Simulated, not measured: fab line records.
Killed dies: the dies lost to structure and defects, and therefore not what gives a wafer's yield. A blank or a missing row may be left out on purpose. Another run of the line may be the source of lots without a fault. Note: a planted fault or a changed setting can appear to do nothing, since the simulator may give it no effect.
Which tool is to blame?	flow n5_finfet	Sampling: 24 lots, 72 wafers, 3 of 1938 route steps

WHAT THE GAUGES SHOWED, per wafer
N5_BEOL_M10_OCD_MEAS_38.
lot	measured	on	trench_depth_nm (nm)
L074	day 9 13:19	ocd-01	150.4 148.5 147.6
L076	day 9 23:39	ocd-02	151.6 149.2 146.0
L075	day 10 06:53	ocd-01	147.2 155.0 148.4
L077	day 11 00:56	ocd-02	148.3 150.8 147.2
L079	day 11 03:40	ocd-02	148.0 149.8 145.2
L081	day 11 08:55	ocd-01	147.4 149.5 146.8
L078	day 11 09:05	ocd-02	151.4 150.1 151.5
L080	day 11 10:31	ocd-01	151.2 149.6 150.9
L082	day 11 13:41	ocd-01	148.0 148.4 147.0
L083	day 12 08:39	ocd-02	152.4 148.6 146.5
L084	day 12 08:49	ocd-01	150.4 150.3 149.4
L085	day 12 17:08	ocd-01	150.1 147.3 153.6
L086	day 13 05:52	ocd-01	147.4 147.9 149.2
L088	day 13 07:43	ocd-01	145.9 146.7 147.0
L087	day 13 09:21	ocd-02	150.9 150.0 149.6
L089	day 13 22:48	ocd-01	146.5 147.1 146.5
L092	day 14 03:28	ocd-01	145.1 145.8 145.1
L091	day 14 04:00	ocd-02	145.3 147.8 146.9
L090	day 14 04:20	ocd-01	151.1 148.7 146.8
L093	day 14 14:05	ocd-01	147.9 146.8 148.0
L094	day 14 22:14	ocd-01	146.3 147.6 146.7
L095	day 15 00:31	ocd-01	147.6 147.1 149.1
L096	day 15 22:00	ocd-02	149.3 148.6 149.5
L097	day 15 22:31	ocd-01	150.9 149.1 151.8

N5_BEOL_M11_INSPECT_30: inspects for defects (brightfield).
lot	measured	on	raw_defect_count
L074	day 9 23:00	defect_inspect-02	362 398 347
L076	day 10 06:46	defect_inspect-01	568 385 370
L075	day 10 12:40	defect_inspect-02	310 229 340
L077	day 11 07:53	defect_inspect-01	348 458 333
L079	day 11 13:20	defect_inspect-02	452 500 417
L081	day 11 17:00	defect_inspect-02	240 350 231
L078	day 11 17:20	defect_inspect-01	525 615 470
L080	day 11 17:10	defect_inspect-01	374 554 389
L082	day 11 19:40	defect_inspect-01	538 450 411
L083	day 12 16:37	defect_inspect-02	334 372 353
L084	day 12 16:47	defect_inspect-02	373 351 419
L085	day 13 00:47	defect_inspect-01	404 470 448
L086	day 13 12:31	defect_inspect-01	596 522 556
L088	day 13 14:39	defect_inspect-01	382 365 360
L087	day 13 15:01	defect_inspect-01	393 407 478
L089	day 14 07:52	defect_inspect-02	359 428 392
L092	day 14 13:30	defect_inspect-02	453 428 410
L091	day 14 13:07	defect_inspect-01	424 335 468
L090	day 14 13:40	defect_inspect-01	387 401 407
L093	day 14 21:32	defect_inspect-01	377 436 416
L094	day 15 03:41	defect_inspect-02	555 412 388
L095	day 15 06:15	defect_inspect-01	452 432 523
L096	day 16 04:40	defect_inspect-02	326 260 278
L097	day 16 06:21	defect_inspect-01	454 443 414

EACH LOT AND THE TOOL THAT RAN IT (in order: tool; ch and the chambers of the sampled wafers; start)
lot	N5_BEOL_M10_ETCH_41
L074	rie_diel-05 ch 1,2, day 9 13:19 or earlier
L076	rie_diel-05 ch 1,2,3, day 9 23:39 or earlier
L075	rie_diel-05 ch 0,1,3, day 10 06:53 or earlier
L077	rie_diel-05 ch 0,1,2, day 11 00:56 or earlier
L079	rie_diel-06 ch 0,1,3, day 11 03:40 or earlier
L081	rie_diel-05 ch 0,2, day 11 08:55 or earlier
L078	rie_diel-03 ch 1,3, day 11 09:05 or earlier
L080	rie_diel-03 ch 0,3, day 11 10:31 or earlier
L082	rie_diel-06 ch 0,1, day 11 13:41 or earlier
L083	rie_diel-05 ch 0,1,3, day 12 08:39 or earlier
L084	rie_diel-03 ch 0,1,3, day 12 08:49 or earlier
L085	rie_diel-05 ch 0,2,3, day 12 17:08 or earlier
L086	rie_diel-05 ch 0,1,2, day 13 05:52 or earlier
L088	rie_diel-05 ch 0,1, day 13 07:43 or earlier
L087	rie_diel-03 ch 2,3, day 13 09:21 or earlier
L089	rie_diel-06 ch 0,3, day 13 22:48 or earlier
L092	rie_diel-06 ch 0,1,3, day 14 03:28 or earlier
L091	rie_diel-06 ch 1,2, day 14 04:00 or earlier
L090	rie_diel-05 ch 0,2,3, day 14 04:20 or earlier
L093	rie_diel-05 ch 0,1, day 14 14:05 or earlier
L094	rie_diel-06 ch 0,1, day 14 22:14 or earlier
L095	rie_diel-05 ch 0,1,2, day 15 00:31 or earlier
L096	rie_diel-03 ch 0,2,3, day 15 22:00 or earlier
L097	rie_diel-03 ch 0,1,3, day 15 22:31 or earlier
- N5_BEOL_M10_ETCH_41: etches SiCN in CH3F/O2, target depth 42.6 nm, time 86 s.

AS READ BY THE TOOLS THEMSELVES (means over the sampled wafers that have a number; for cases with no such wafer, the mark the record gives instead)
N5_BEOL_M10_ETCH_41.
lot	tool	drypump_motor_current_A (A)	oes_product_au (a.u.)	rf_vpp_V (V)	showerhead_plenum_p_Torr (Torr)	throttle_valve_pct (%)
L074	rie_diel-05	5.3	0.73	298.2	2.01	16.31
L076	rie_diel-05	5.4	0.78	298.0	2.01	16.30
L075	rie_diel-05	5.4	0.77	297.1	1.97	16.39
L077	rie_diel-05	5.5	0.71	297.1	2.01	16.34
L079	rie_diel-06	5.6	0.81	297.6	1.98	16.19
L081	rie_diel-05	5.7	0.71	297.1	2.01	16.34
L078	rie_diel-03	5.4	0.89	297.0	2.00	16.26
L080	rie_diel-03	5.9	0.81	294.8	1.94	16.36
L082	rie_diel-06	5.1	0.89	297.0	2.03	16.10
L083	rie_diel-05	5.4	0.75	297.5	1.97	16.43
L084	rie_diel-03	5.7	0.84	296.9	1.97	16.32
L085	rie_diel-05	5.5	0.76	296.9	2.00	16.34
L086	rie_diel-05	5.5	0.70	297.8	2.00	16.37
L088	rie_diel-05	5.5	0.69	297.0	1.97	16.47
L087	rie_diel-03	5.9	0.75	295.6	1.91	16.40
L089	rie_diel-06	5.9	0.76	295.1	1.94	16.33
L092	rie_diel-06	5.6	0.76	297.0	1.97	16.24
L091	rie_diel-06	5.5	0.77	298.7	2.02	16.10
L090	rie_diel-05	5.5	0.74	296.9	2.00	16.36
L093	rie_diel-05	5.5	0.68	297.7	1.96	16.50
L094	rie_diel-06	5.1	0.84	298.7	2.02	16.16
L095	rie_diel-05	5.5	0.68	296.9	2.00	16.40
L096	rie_diel-03	6.0	0.75	295.7	1.91	16.42
L097	rie_diel-03	5.7	0.81	297.2	1.96	16.38

THE ANSWER, worked out from the rows above alone
Rule: usual is defined by the lots themselves. Put in order of their means at a reading, lots are off if they are a third of the lots or fewer, leave a main group of 4 or more, and stand apart from it by a gap of 3 or more times the standard deviation of the main group's means; of several such gaps the widest counts. A main group is skipped when, at the precision printed for the reading in the tables above, its means are all equal. A lot without any number at a reading at which 4 lots or more have one is off too. The other lots that the step has rows for count as sound. First the gauges in route order, then the tools' own readings, where a lot's mean is used as printed above. At the first step where some lot is off, the reading lying furthest off is the one used; lots without a number count as furthest.
No lot is off on any of the readings shown, so nothing can be concluded from this.

WHAT THE SIMULATOR HAD PUT IN
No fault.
